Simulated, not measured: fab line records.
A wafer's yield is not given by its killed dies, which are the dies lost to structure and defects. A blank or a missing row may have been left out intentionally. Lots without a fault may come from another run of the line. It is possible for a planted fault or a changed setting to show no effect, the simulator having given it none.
The tool behind it: which one? -- flow nandHarc -- 14 lots, 42 wafers sampled, at 4 steps of a route of 1159

WHAT THE GAUGES READ, wafer by wafer
NHARC_P_BONDPAD_CD_MEAS_09 targets a cd of 500 nm. Usual: 500.0 nm for cdNm, sd 1.5.
lot,measured,on,cdNm (nm),flag
L879,day 6 04:22,cdSem-02,498.9 500.7 500.1,
L880,day 6 20:04,cdSem-03,501.0 499.8 500.9,
L881,day 6 23:41,cdSem-02,500.8 501.5 501.3,
L882,day 7 04:04,cdSem-03,502.1 502.0 503.1,
L884,day 7 07:22,cdSem-03,498.9 500.8 500.6,
L883,day 7 11:11,cdSem-02,501.2 500.9 500.9,
L886,day 8 05:27,cdSem-03,501.0 500.0 498.8,
L888,day 8 19:13,cdSem-02,497.7 498.3 499.8,
L889,day 8 22:49,cdSem-02,- - -,OFF
L890,day 9 06:26,cdSem-03,- - -,OFF
L893,day 9 16:19,cdSem-01,498.1 499.7 499.5,
L900,day 11 11:43,cdSem-02,500.9 501.8 501.3,
L899,day 11 12:41,cdSem-01,499.7 499.4 499.5,
L898,day 11 18:44,cdSem-02,499.6 499.1 499.6,

NHARC_P_BONDPAD_CD_MEAS_13. Usual: 499.4 nm for cdNm, sd 1.6.
lot,measured,on,cdNm (nm),flag
L879,day 6 04:54,cdSem-03,497.9 499.0 499.2,
L880,day 6 21:01,cdSem-01,500.8 499.8 500.3,
L881,day 7 00:13,cdSem-02,499.9 500.0 501.6,
L882,day 7 04:36,cdSem-01,502.1 501.1 503.1,
L884,day 7 08:07,cdSem-02,498.7 501.2 500.1,
L883,day 7 11:45,cdSem-01,500.2 501.0 500.8,
L886,day 8 05:58,cdSem-03,500.5 499.6 499.3,
L888,day 8 19:48,cdSem-02,497.0 497.0 499.3,
L889,day 8 23:20,cdSem-03,- - -,OFF
L890,day 9 06:58,cdSem-03,- - -,OFF
L893,day 9 16:50,cdSem-01,497.7 499.7 499.3,
L900,day 11 12:17,cdSem-01,500.7 500.5 499.6,
L899,day 11 13:15,cdSem-01,497.8 498.5 497.6,
L898,day 11 19:18,cdSem-02,498.8 498.5 498.6,

WHICH TOOL RAN EACH LOT (tool, then ch and the chambers of the sampled wafers, then the start)
lot,NHARC_P_M2_CMP_23,NHARC_P_BONDPAD_EXPOSE_06
L879,"cmp-04 ch 0,1,2, day 6 02:01","krfScanner-03 ch 0, day 6 04:14"
L880,"cmp-04 ch 1,3, day 6 17:55","krfScanner-02 ch 0, day 6 19:55"
L881,"cmp-04 ch 0,1,2, day 6 21:26","krfScanner-03 ch 0, day 6 23:32"
L882,"cmp-01 ch 0,3, day 7 01:37","krfScanner-02 ch 0, day 7 03:55"
L884,"cmp-01 ch 0,1,2, day 7 05:00","krfScanner-03 ch 0, day 7 07:13"
L883,"cmp-01 ch 0,1,3, day 7 08:56","krfScanner-04 ch 0, day 7 11:02"
L886,"cmp-04 ch 1,2,3, day 8 03:11","krfScanner-03 ch 0, day 8 05:18"
L888,"cmp-04 ch 1,2,3, day 8 16:56","krfScanner-02 ch 0, day 8 19:04"
L889,"cmp-01 ch 1,2,3, day 8 20:44","krfScanner-02, day 8 22:40"
L890,"cmp-01 ch 0,1,3, day 9 04:17","krfScanner-02, day 9 06:17"
L893,"cmp-04 ch 0,1,2, day 9 14:07","krfScanner-03 ch 0, day 9 16:09"
L900,"cmp-03 ch 0,2,3, day 11 09:15","krfScanner-04 ch 0, day 11 11:34"
L899,"cmp-03 ch 1,2,3, day 11 10:26","krfScanner-03 ch 0, day 11 12:32"
L898,"cmp-01 ch 0,1,2, day 11 16:37","krfScanner-03 ch 0, day 11 18:35"
- NHARC_P_M2_CMP_23: polishes, t overpolish 20 s, target thk 144.3 nm.
- NHARC_P_BONDPAD_EXPOSE_06: exposes mask P BPAD.

WHAT THE TOOLS THEMSELVES READ (means of the sampled wafers that have a number; where no wafer has one, the mark that the record gives instead)
NHARC_P_M2_CMP_23. Usual: motorCurrentA 11.7 A, standard deviation 1.3; retainingRingPressureFrac 1.000, standard deviation 0.0053; timeToEndpointS 28.1 s, standard deviation 2.5.
lot,tool,motorCurrentA (A),retainingRingPressureFrac,timeToEndpointS (s),flag
L879,cmp-04,11.5,1.003,24.8,
L880,cmp-04,10.6,1.000,24.7,
L881,cmp-04,11.7,0.994,26.7,
L882,cmp-01,12.5,0.997,27.7,
L884,cmp-01,12.5,1.006,28.9,
L883,cmp-01,12.3,1.005,26.3,
L886,cmp-04,11.9,0.996,27.5,
L888,cmp-04,12.0,0.998,28.2,
L889,cmp-01,11.3,1.003,32.4,
L890,cmp-01,12.3,1.001,30.1,
L893,cmp-04,11.6,1.000,27.4,
L900,cmp-03,13.3,0.999,29.4,
L899,cmp-03,11.8,1.000,31.3,
L898,cmp-01,12.2,0.998,30.0,

NHARC_P_BONDPAD_EXPOSE_06. Usual: exposureDoseMJCm2 37.06, standard deviation 0.035; focusOffsetNm 0.0 nm, standard deviation 0.51.
lot,tool,exposureDoseMJCm2,focusOffsetNm (nm),flag
L879,krfScanner-03,37.08,0.4,
L880,krfScanner-02,37.08,-0.2,
L881,krfScanner-03,37.07,0.2,
L882,krfScanner-02,37.07,-0.2,
L884,krfScanner-03,37.06,0.0,
L883,krfScanner-04,37.04,-0.3,
L886,krfScanner-03,37.04,-0.6,
L888,krfScanner-02,37.04,0.2,
L889,krfScanner-02,-,-,OFF
L890,krfScanner-02,-,-,OFF
L893,krfScanner-03,37.01,0.2,
L900,krfScanner-04,37.01,0.0,
L899,krfScanner-03,37.02,-0.3,
L898,krfScanner-03,37.06,-0.0,

THE ANSWER, worked out from the rows above alone
Rule: take the mean of a lot's wafers that have a number; if it is more than 3 standard deviations from the usual mean, the lot is off. A lot without any number at a reading at which 4 lots or more have one is off too. Where the step has rows for the other lots, those lots are counted as sound. The gauges are gone through in route order, then the tools' own readings, and for those a lot's mean is taken as printed above. At the first step where some lot is off, the reading lying furthest off is the one used; lots without a number count as furthest.
Off, at NHARC_P_BONDPAD_CD_MEAS_09 on cdNm: L889, L890. Without a number there: L889, L890.
If a tool, at a process step before that reading, ran all the lots that are off and no sound lot after the first of them, it fits. The gauges at NHARC_P_BONDPAD_CD_MEAS_09 aren't tried: what is off there is off at NHARC_P_BONDPAD_EXPOSE_06 too, on other tools, and a gauge's error can't cause that. One fits: krfScanner-02 at NHARC_P_BONDPAD_EXPOSE_06. A fault onset in the window from L888 (day 8 19:04, its last sound lot) to L889 (day 8 22:40, its first lot off) fits.
Blank at NHARC_P_BONDPAD_EXPOSE_06 on the lots that are off, where sound lots have numbers: exposureDoseMJCm2, focusOffsetNm.

WHAT THE SIMULATOR PUT IN
Skipped step whole: krfScanner-02, from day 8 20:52 on, at NHARC_P_BONDPAD_EXPOSE_06. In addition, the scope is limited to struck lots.
Shown lots that were struck: L889, L890. The rule above found the same.
